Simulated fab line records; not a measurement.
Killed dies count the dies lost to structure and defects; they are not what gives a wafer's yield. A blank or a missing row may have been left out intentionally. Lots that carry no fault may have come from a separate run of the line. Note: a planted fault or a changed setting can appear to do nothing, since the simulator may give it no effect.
Chamber matching || flow nandHarc || aldHk-01 running NHARC_A_WL_FILL_ALD_10: 4 sister chambers
The step deposits SiO2, target thk 50 nm, pulse time 10 s, ald cycles 500. 4 wafers are shown with their chamber, then 7 later ones without.

## WAFERS WITH THEIR CHAMBER
{"wafer": "L080.5", "chamber": 3, "heaterPowerW (W)": 411}
{"wafer": "L090.2", "chamber": 0, "heaterPowerW (W)": 510}
{"wafer": "L091.3", "chamber": 1, "heaterPowerW (W)": 411}
{"wafer": "L091.2", "chamber": 2, "heaterPowerW (W)": 424}

## WAFERS WHOSE CHAMBER IS MISSING
{"wafer": "L091.6", "heaterPowerW (W)": 422}
{"wafer": "L093.3", "heaterPowerW (W)": 415}
{"wafer": "L093.2", "heaterPowerW (W)": 515}
{"wafer": "L093.5", "heaterPowerW (W)": 423}
{"wafer": "L097.2", "heaterPowerW (W)": 405}
{"wafer": "L097.4", "heaterPowerW (W)": 416}
{"wafer": "L097.5", "heaterPowerW (W)": 405}

## THE CHAMBER EACH PASSED THROUGH
{"wafer": "L091.6", "from the rows above": "can't be placed: 2 or 1 or 3", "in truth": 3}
{"wafer": "L093.3", "from the rows above": "can't be placed: 1 or 3 or 2", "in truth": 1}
{"wafer": "L093.2", "from the rows above": 0, "in truth": 0}
{"wafer": "L093.5", "from the rows above": 2, "in truth": 2}
{"wafer": "L097.2", "from the rows above": "can't be placed: 1 or 3", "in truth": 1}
{"wafer": "L097.4", "from the rows above": "can't be placed: 1 or 3 or 2", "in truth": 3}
{"wafer": "L097.5", "from the rows above": "can't be placed: 1 or 3", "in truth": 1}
2 of 7 placed correctly. Can't be placed from these rows: 5 (the true chamber is among the candidates in 5). 0 placed wrongly.
How it was worked out, from the rows above alone: a wafer's distance from a chamber is the root of the sum, over the readings, of the square of ((its reading less the chamber's mean) divided by the reading's scatter). The wafer belongs to the nearest chamber; if the next one is less than 2 further off, it can't be placed. For every chamber, the mean is computed from those of its wafers that are shown. The scatter: root of mean squared gap, hidden wafer to nearest shown wafer, with one shown wafer a chamber.
